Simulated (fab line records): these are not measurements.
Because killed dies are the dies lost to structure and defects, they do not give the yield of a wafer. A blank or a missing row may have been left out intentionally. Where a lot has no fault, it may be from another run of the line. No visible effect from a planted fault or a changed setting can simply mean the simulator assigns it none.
Which tool did it? + flow nand_harc + 36 wafers from 12 lots sampled at 3 of the route's 1302 steps

== WHAT EACH GAUGE READ, for each wafer ==
NHARC_P_ZERO_WELL_CD_MEAS_37 targets a cd of 720 nm.
| lot  | measured     | on        | cd_nm (nm)        |
|------|--------------|-----------|-------------------|
| L075 | day 2 10:13  | cd_sem-01 | 719.9 719.1 719.7 |
| L077 | day 3 06:13  | cd_sem-01 | 718.6 719.0 720.8 |
| L079 | day 4 04:02  | cd_sem-03 | 718.5 717.5 718.6 |
| L081 | day 4 22:05  | cd_sem-01 | 718.6 717.2 718.5 |
| L083 | day 5 18:05  | cd_sem-01 | 717.6 720.6 721.3 |
| L085 | day 6 14:13  | cd_sem-03 | 720.4 717.0 716.4 |
| L087 | day 7 10:17  | cd_sem-02 | 719.6 716.4 718.0 |
| L089 | day 8 06:20  | cd_sem-01 | 720.7 720.7 721.5 |
| L091 | day 9 02:16  | cd_sem-02 | 718.3 718.3 717.4 |
| L093 | day 9 22:25  | cd_sem-01 | 721.8 718.3 718.8 |
| L095 | day 10 18:07 | cd_sem-01 | 719.9 719.7 720.0 |
| L097 | day 11 13:59 | cd_sem-02 | 719.1 717.0 718.8 |

== WHAT TOOL EACH LOT RAN ON (gives the tool, then ch and the chambers of the sampled wafers, and finally the start) ==
| lot  | NHARC_P_ZERO_WELL_ETCH_62                     | NHARC_P_ZERO_WELL_ETCH_63        |
|------|-----------------------------------------------|----------------------------------|
| L075 | rie_diel-12 ch 1,2, day 2 07:43 or earlier    | rie_si-03 ch 1,3, day 2 07:43    |
| L077 | rie_diel-04 ch 0,1,3, day 3 03:41 or earlier  | rie_si-01 ch 0,1,2, day 3 03:41  |
| L079 | rie_diel-04 ch 0,1,3, day 3 23:41 or earlier  | rie_si-01 ch 0,1,2, day 3 23:41  |
| L081 | rie_diel-04 ch 1,3, day 4 19:40 or earlier    | rie_si-02 ch 1,2,3, day 4 19:40  |
| L083 | rie_diel-04 ch 1,2,3, day 5 15:40 or earlier  | rie_si-01 ch 1,3, day 5 15:40    |
| L085 | rie_diel-04 ch 0,1, day 6 11:34 or earlier    | rie_si-01 ch 1,3, day 6 11:34    |
| L087 | rie_diel-12 ch 1,3, day 7 07:51 or earlier    | rie_si-02 ch 0,2,3, day 7 07:51  |
| L089 | rie_diel-12 ch 1,2,3, day 8 03:46 or earlier  | rie_si-03 ch 0,1,3, day 8 03:46  |
| L091 | rie_diel-12 ch 1,2,3, day 8 23:42 or earlier  | rie_si-02 ch 2,3, day 8 23:42    |
| L093 | rie_diel-04 ch 0,3, day 9 19:57 or earlier    | rie_si-01 ch 1,2, day 9 19:57    |
| L095 | rie_diel-01 ch 0,1, day 10 15:41 or earlier   | rie_si-02 ch 1,2,3, day 10 15:41 |
| L097 | rie_diel-01 ch 0,2,3, day 11 11:41 or earlier | rie_si-01 ch 0,1,3, day 11 11:41 |
- NHARC_P_ZERO_WELL_ETCH_62: etches the open film in CHF3/Ar, target depth 13 nm, time 6.5 s.
- NHARC_P_ZERO_WELL_ETCH_63: etches the open film in HBr/Cl2, target depth 120 nm, time 40.1 s.

== THE ANSWER, worked out from the rows above alone ==
Rule: the lots themselves supply what counts as usual. Put in order of their means at a reading, lots are off if they are a third of the lots or fewer, leave a main group of 4 or more, and stand apart from it by a gap of 3 or more times the standard deviation of the main group's means; of several such gaps the widest counts. A main group is skipped when, at the precision printed for the reading in the tables above, its means are all equal. A lot without any number at a reading at which 4 lots or more have one is off too. Where the step has rows for the other lots, those lots are counted as sound.
None of the lots is off at any reading shown; this tells nothing.

== WHAT HAD BEEN PUT IN BY THE SIMULATOR ==
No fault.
